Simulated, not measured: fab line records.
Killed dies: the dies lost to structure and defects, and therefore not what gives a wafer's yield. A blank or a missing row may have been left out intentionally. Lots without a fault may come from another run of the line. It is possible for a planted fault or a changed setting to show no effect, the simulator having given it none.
Matching of chambers | flow n5 finfet | N5_HKMG_FIN_ETCH_67 on rie diel-04 has 4 sister chambers
The step etches SOC in N2/H2, stops on TiN, target depth 388.9 nm. 4 wafers are shown with their chamber, then 9 later ones without.

## EACH WAFER AND ITS CHAMBER
wafer  | chamber | drypump motor current A (A)
L084.5 | 2       | 4.9
L089.2 | 0       | 5.8
L089.4 | 1       | 6.4
L089.6 | 3       | 6.6

## WAFERS MISSING THEIR CHAMBER
wafer  | drypump motor current A (A)
L091.1 | 6.4
L091.2 | 5.8
L091.4 | 4.9
L095.2 | 5.7
L095.3 | 6.3
L095.5 | 5.8
L097.1 | 5.7
L097.2 | 6.3
L097.4 | 4.9

## THE CHAMBER EACH PASSED THROUGH
wafer  | from the rows above | in truth
L091.1 | 1                   | 1
L091.2 | 0                   | 0
L091.4 | 2                   | 2
L095.2 | 0                   | 0
L095.3 | 1                   | 1
L095.5 | 0                   | 0
L097.1 | 0                   | 0
L097.2 | 1                   | 1
L097.4 | 2                   | 2
Placed correctly: 9 of 9. Can't be placed from these rows: 0. Placed wrongly: 0.
How it was worked out, from the rows above alone: a wafer's distance from a chamber is the root of the sum, over the readings, of the square of ((its reading less the chamber's mean) divided by the reading's scatter). The wafer belongs to the nearest chamber; if the next one is less than 2 further off, it can't be placed. The mean given for a chamber averages the wafers shown for that chamber. The scatter: with one shown wafer a chamber, the root of the mean of the squares of how far each hidden wafer lies from its nearest shown one.
